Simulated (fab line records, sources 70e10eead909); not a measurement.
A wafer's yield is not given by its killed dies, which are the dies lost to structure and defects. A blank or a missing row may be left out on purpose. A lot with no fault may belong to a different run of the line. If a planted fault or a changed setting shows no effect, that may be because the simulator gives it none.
Code-filled problem report in 8D (eight disciplines) form :: flow nand harc :: the parts of the form that need people (team, actions taken, sign-off) are left out

## 1. THE ISSUE
Mean of oes product au at NHARC_A_WL_FILL_ETCHBACK_26: 0.828 a.u. across 2 wafers in 2 lots; on wafers with no fault it is 0.999 a.u. (standard deviation 0.0094). That puts it -18 standard deviations away from the usual mean.
The step: etches the open film in HBr, target depth 52 nm, time 13.3 s.
First seen on wafer L591.2, day 29 01:35, on rie si-06. The record holds 18 wafers of 6 lots with a number at this step. The rule behind "out" and "out of limits": a value lying over 4 standard deviations away from the usual mean. The rest of the wafers with a number are treated as sound.

## 2. WHAT IT IS, AND WHAT IT ISN'T
question: which readings at this step
is: oes product au
is not: chamber pressure mTorr, drypump motor current A, throttle valve pct

question: which lots
is: L591, L592
is not: L576, L578, L589, L593

question: which wafers of those lots
is: L591.2, L592.3
is not: L591.3, L591.6, L592.2, L592.6

question: read on which tools
is: rie si-06
is not: rie si-02

question: when
is: from day 29 01:35
is not: up to then (11 sound wafers); but 5 sound wafers of L592, L593 came after

## 3. WHAT RULES OUT EACH SUSPECT
Counting: any tool at a process step up to the reading remains a suspect provided it ran every lot that is out. Sound lots after the first of them don't rule it out here, since some wafers of a struck lot are sound.
- rie si-06 at NHARC_A_WL_FILL_ETCHBACK_26 (etches the open film in HBr, target depth 52 nm, time 13.3 s): kept. It ran every lot that is out, first L591 (day 29 01:35); its last sound lot up to then is L576 (day 22 15:40). On those wafers its own readings are out: oes product au.
- rie si-06, NHARC_A_WL_FILL_ETCHBACK_26: wafers that are out in chamber 0, sound lot-mates in chambers 2, 3.
After counting, what remains is rie si-06 at NHARC_A_WL_FILL_ETCHBACK_26.

## 4. THE CAUSE (what the simulator had put in)
rie si-06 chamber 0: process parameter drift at NHARC_A_WL_FILL_ETCHBACK_26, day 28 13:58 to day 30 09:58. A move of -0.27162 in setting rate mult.
This tool alone remained once counting was done.

## 5. THE CHAIN OF EFFECTS, in route order
One row per reading whose mean, taken over the struck wafers that have a number, lies over 3 standard deviations from the usual. Readings are gone through only where the record gives a usual standard deviation; hours: the median, over the lots, of the time from a lot's start at the first step in this table giving one to that lot's start at this step; sigmas: the change measured in usual standard deviations.
hours: 0
step: NHARC_A_WL_FILL_ETCHBACK_26
reading: oes product au
usual: 0.999 a.u.
on struck wafers: 0.828
change: -0.171
sigmas: -18
Process steps it contains:
- NHARC_A_WL_FILL_ETCHBACK_26: etches the open film in HBr, target depth 52 nm, time 13.3 s.
Later steps that measure or inspect, where all struck wafers having a row at the step show a number for every such reading and not one has moved that far: NHARC_END_SORT_01.

## 6. WHAT WOULD HAVE CAUGHT IT SOONER
In this record the first reading out of limits was taken at day 29 01:35, 12 hours after the fault began at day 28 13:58.
